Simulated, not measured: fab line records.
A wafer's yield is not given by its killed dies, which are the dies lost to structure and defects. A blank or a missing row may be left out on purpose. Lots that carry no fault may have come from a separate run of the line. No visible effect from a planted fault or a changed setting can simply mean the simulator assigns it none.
A struck lot beside a sound one :: flow n5Finfet :: 36 steps out of a route of 1938
Sound: the wafers L598.2, L598.4, L598.5. Struck: wafer L582.3. (L582.6 of the same lot was not struck and is left out.) The cause comes at the end.
Per side, at each step with rows, come the tool, then ch with its chambers, and then its first start. Under that, the readings that differ: sound wafers :: struck wafers :: difference of the means :: sigmas: that difference in standard deviations of wafers without a fault.
alike: a reading whose means differ by less than 2 such deviations, as well as words and numbers matching on both sides. not compared: withheld readings; readings where some wafer has no value; bounds like >300 that might hide an equal value; numbers whose values overlap and for which the record gives no deviation.
The two part at a step that has a row with sigmas, a row that says differs or no value, or rows on one side only. Numbers that don't overlap but have no deviation are shown without sigmas and don't part them. A reading that every wafer of one side lacks parts them only if that side has two wafers or more.

first, 9 steps without rows for these wafers: N5_BEOL_M1_ANNEAL_95 (time 240 s); N5_BEOL_M1_SPUTTER_96 (material Cu, target thk 4.5 nm, time 8.29 s); N5_BEOL_M1_ECD_50 (material Cu, target thk 300 nm); N5_BEOL_M1_ANNEAL_51 (time 90 s); N5_BEOL_M1_CMP_52 (polishes, stops on SiOC, t overpolish 6.8 s, target thk 40 nm); N5_BEOL_M1_PRE_CLEAN_60 (time 15 s); N5_BEOL_M1_CO_CAP_55 (material Co, precursor CCTBA/H2, target thk 2 nm, time 102.1 s); N5_BEOL_M1_PRE_CLEAN_56 (time 15 s); N5_BEOL_M1_DEP_57 (deposits SiCN from 3MS/NH3, target thk 8 nm, time 14 s).
N5_BEOL_M2_ILD_DEP_00: deposits SiOC from DEMS/O2, target thk 79 nm, time 15.3 s.
  sound on pecvd-01 ch 0,2, day 11 17:43; struck on pecvd-03 ch 2, day 7 14:10
reading: throttleValvePct (%)
sound: 12.3 12.1 12.0
struck: 10.9
difference: -1.2
sigmas: -3

reading: model.SiOC_of_BEOL_M2_ILD_DEP_00.thkNm (nm)
sound: 78.4 80 78.6
struck: 81.6
difference: +2.6
sigmas: 
  alike: heaterPowerW, rfFwdPowerW, showerheadPlenumPTorr, showerheadVppV
  not compared: sinceWetCleanH
then, 24 steps without rows for these wafers: N5_BEOL_M2_PECVD_72 (deposits SiO2 from TEOS/O2, target thk 16 nm, time 18 s); N5_BEOL_M2_HM_DEP_02 (deposits TiN, target thk 20 nm); N5_BEOL_M2_COAT_61 (time 60 s, resist thk 60 nm); N5_BEOL_M2_COAT_62 (time 60 s, resist thk 12 nm); N5_BEOL_M2_COAT_73 (time 60 s, resist thk 5 nm); N5_BEOL_M2_COAT_05 (resist thk 30 nm); N5_BEOL_M2_EBR_07; N5_BEOL_M2_SOFTBAKE_06 (time 60 s); N5_BEOL_M2_EXPOSE_08 (exposes mask M2); N5_BEOL_M2_PEB_09 (peb time 60 s); N5_BEOL_M2_DEVELOP_10 (develop time 30 s); N5_BEOL_M2_DESCUM_16 (chemistry O2, time 7 s); N5_BEOL_M2_ETCH_74 (etches underlayer in N2/H2, target depth 6.5 nm, time 5.2 s); N5_BEOL_M2_ETCH_63 (etches SiARC in CF4, target depth 15.6 nm, time 26 s); N5_BEOL_M2_ETCH_64 (etches SOC in N2/H2, target depth 75 nm, overetch 22.5 nm, time 121.9 s); N5_BEOL_M2_STRIP_65 (strips in N2/H2); N5_BEOL_M2_STRIP_75 (strips in N2/H2); N5_BEOL_M2_STRIP_66 (strips in CF4); N5_BEOL_M2_HM_OPEN_17 (chemistry Cl2/BCl3, target TiN, target depth 20 nm, overetch 6 nm); N5_BEOL_M2_STRIP_19 (strips in O2); N5_BEOL_M2_COAT_67 (time 60 s, resist thk 60 nm); N5_BEOL_M2_COAT_68 (time 60 s, resist thk 12 nm); N5_BEOL_M2_COAT_76 (time 60 s, resist thk 5 nm); N5_BEOL_M2_COAT_22 (resist thk 30 nm).
N5_BEOL_M2_CMP_52: polishes, stops on SiOC, t overpolish 6.8 s, target thk 40 nm.
  sound on cmp-02 ch 0,2, day 12 05:32; struck on cmp-04 ch 1, day 7 22:56
reading: timeToEndpointS (s)
sound: 55 55 55
struck: 66
difference: +11
sigmas: +3

reading: model.SiOC_of_BEOL_M2_ILD_DEP_00.thkNm (nm)
sound: 75.4 77 75.6
struck: 78.6
difference: +2.6
sigmas: 
  alike: barrierFieldEndpointS, clearingPlatenRpm, motorCurrentA, overpolishRunS
N5_BEOL_M4_RC_MEAS_101:
  sound on prober-02 ch 0, day 13 14:44; struck on prober-02 ch 0, day 9 01:05
reading: DIBL_N (mV/V)
sound: 36.4 36.4 35.2
struck: 39.2
difference: +3.2
sigmas: +2

reading: SS_P (mV/dec)
sound: 72.3 72.8 72.1
struck: 74.4
difference: +2.0
sigmas: +3
  alike: DIBL_P, IOFF_N, IOFF_P, ION_N, ION_P, SS_N, VT_N, VT_P

== WHERE THEY PART ==
At N5_BEOL_M2_ILD_DEP_00 first; at N5_BEOL_M4_RC_MEAS_101 last (within this record only).

WHY: what the simulator had put in
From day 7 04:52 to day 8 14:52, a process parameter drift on pecvd-03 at N5_BEOL_M2_ILD_DEP_00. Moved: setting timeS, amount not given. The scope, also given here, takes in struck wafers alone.
